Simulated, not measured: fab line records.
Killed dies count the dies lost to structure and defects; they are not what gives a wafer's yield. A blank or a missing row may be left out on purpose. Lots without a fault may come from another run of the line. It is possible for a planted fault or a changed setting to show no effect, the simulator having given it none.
Split-lot study	flow n5Finfet	7 lots, 39 wafers read, on a route of 1938 steps

ABOUT THE SPLIT
At N5_BEOL_M9_HM_DEP_02 (deposits TiN, target thk 20 nm), the setting targetThkA was moved away from the recipe's 200 angstrom on 15 of the 39 wafers read, by -56.2% to +57.9%. For the rest of the wafers, this setting stayed at what the recipe calls for.

FROM THE SPLIT TO THE READING: what the file shows between them, 4 steps
- N5_BEOL_M9_COAT_59: time 60 s, resist thk 100 nm
- N5_BEOL_M9_COAT_60: time 60 s, resist thk 30 nm
- N5_BEOL_M9_STRIP_68: strips in N2/H2
- N5_BEOL_M9_STRIP_67: strips in CF4

THE READING
etch.depthNm (the simulator's own value, which no gauge read), in nm, at N5_BEOL_M9_HM_OPEN_17 (chemistry Cl2/BCl3, target TiN, target depth 20 nm, overetch 6 nm). The file gives no usual value for it. Here, 24 wafers ran the recipe; their average is 19.933 nm with a standard deviation of 0.47 nm.

wafer	tool, chamber at the split	targetThkA as run, angstrom	against the recipe	etch.depthNm, nm	against lot-mates on the recipe
L074.2	pvdSputter-03, -	200	recipe	20.31	-
L074.3	pvdSputter-03, -	200	recipe	20.5	-
L074.6	pvdSputter-03, -	200	recipe	20.43	-
L075.1	pvdSputter-03, -	87.63	-56.2%	9.096	-11.177
L075.2	pvdSputter-03, -	200	recipe	20.66	-
L075.3	pvdSputter-03, -	200	recipe	20.19	-
L075.4	pvdSputter-03, -	87.63	-56.2%	8.713	-11.560
L075.5	pvdSputter-03, -	200	recipe	19.97	-
L075.6	pvdSputter-03, -	87.63	-56.2%	9.049	-11.224
L078.1	pvdSputter-02, -	200	recipe	19.79	-
L078.5	pvdSputter-02, -	200	recipe	19.79	-
L078.2	pvdSputter-02, -	200	recipe	19.88	-
L078.3	pvdSputter-02, -	315.9	+57.9%	26.09	+6.270
L078.4	pvdSputter-02, -	315.9	+57.9%	25.84	+6.020
L078.6	pvdSputter-02, -	315.9	+57.9%	25.54	+5.720
L082.1	pvdSputter-03, -	288.9	+44.4%	25.9	+5.880
L082.2	pvdSputter-03, -	200	recipe	19.77	-
L082.3	pvdSputter-03, -	200	recipe	20.08	-
L082.4	pvdSputter-03, -	200	recipe	20.21	-
L082.5	pvdSputter-03, -	288.9	+44.4%	25.87	+5.850
L082.6	pvdSputter-03, -	288.9	+44.4%	27.03	+7.010
L081.1	pvdSputter-02, -	200	recipe	19.3	-
L081.2	pvdSputter-02, -	200	recipe	19.2	-
L081.3	pvdSputter-02, -	200	recipe	19.21	-
L081.4	pvdSputter-02, -	200	recipe	19.41	-
L081.5	pvdSputter-02, -	200	recipe	19.46	-
L081.6	pvdSputter-02, -	200	recipe	19.37	-
L088.1	pvdSputter-01, -	200	recipe	19.93	-
L088.2	pvdSputter-01, -	129.3	-35.3%	12.37	-7.357
L088.3	pvdSputter-01, -	129.3	-35.3%	12.44	-7.287
L088.4	pvdSputter-01, -	129.3	-35.3%	12.6	-7.127
L088.5	pvdSputter-01, -	200	recipe	19.73	-
L088.6	pvdSputter-01, -	200	recipe	19.52	-
L089.1	pvdSputter-03, -	200	recipe	20.33	-
L089.2	pvdSputter-03, -	200	recipe	20.75	-
L089.3	pvdSputter-03, -	297.1	+48.6%	26.59	+6.027
L089.4	pvdSputter-03, -	297.1	+48.6%	26.04	+5.477
L089.5	pvdSputter-03, -	297.1	+48.6%	26.66	+6.097
L089.6	pvdSputter-03, -	200	recipe	20.61	-

THE FIT
A straight line over all 39 wafers: etch.depthNm changes by +0.154 nm for each +1% of targetThkA; r = +0.97; the points scatter about the line by 1.1 nm.
The same after taking each lot's own level away (the mean of its wafers on the recipe; 39 wafers): +0.153 nm for each +1%; r = +0.97; scatter 1.1 nm.
On that fit, the largest move of targetThkA shifts the reading by 8.8 nm.
Across the lots, their own levels run from 19.3250 to 20.5633 nm, a range of 2.6 times the standard deviation given above.
Hence the lot-to-lot level has little effect on the slope; both slopes agree.
Check: for one of the wafers moved furthest among these (+57.9%), held out of the fit, the line's prediction against its lot-mates is +8.33 nm. It came out at +6.27 nm against them.

OTHER SPLITS APPLIED TO THESE WAFERS
Other splits were also applied to these wafers ahead of the reading. Each is held against what the fit with the lots' levels taken away leaves over:
other split on the same wafers	wafers away from the commonest value	r with etch.depthNm (lot level and that fit taken away)
N5_BEOL_M8_ILD_DEP_00 timeS	15	-0.17

THE WHOLE CHAIN: every reading that the file lists as answering this split, in the file's order
step	what it does	reading	change (the file's fit)	r (the file's)
N5_BEOL_M9_HM_DEP_02	deposits TiN, target thk 20 nm	TiN_of_BEOL_M9_HM_DEP_02.thkNm (the simulator's own value, which no gauge read)	+0.202 nm for each +1% of the setting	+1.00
N5_BEOL_M9_HM_OPEN_17	chemistry Cl2/BCl3, target TiN, target depth 20 nm, overetch 6 nm	etch.depthNm (the simulator's own value, which no gauge read)	+0.149 nm for each +1% of the setting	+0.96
N5_BEOL_M9_OCD_MEAS_38		trenchDepthNm	not straight: 153.1 at the lowest setting, 150.4 at the recipe, 0.3 at the highest	not given

FILE'S OWN FIT
etch.depthNm changes by +0.149 nm for each +1% of targetThkA, r = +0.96.
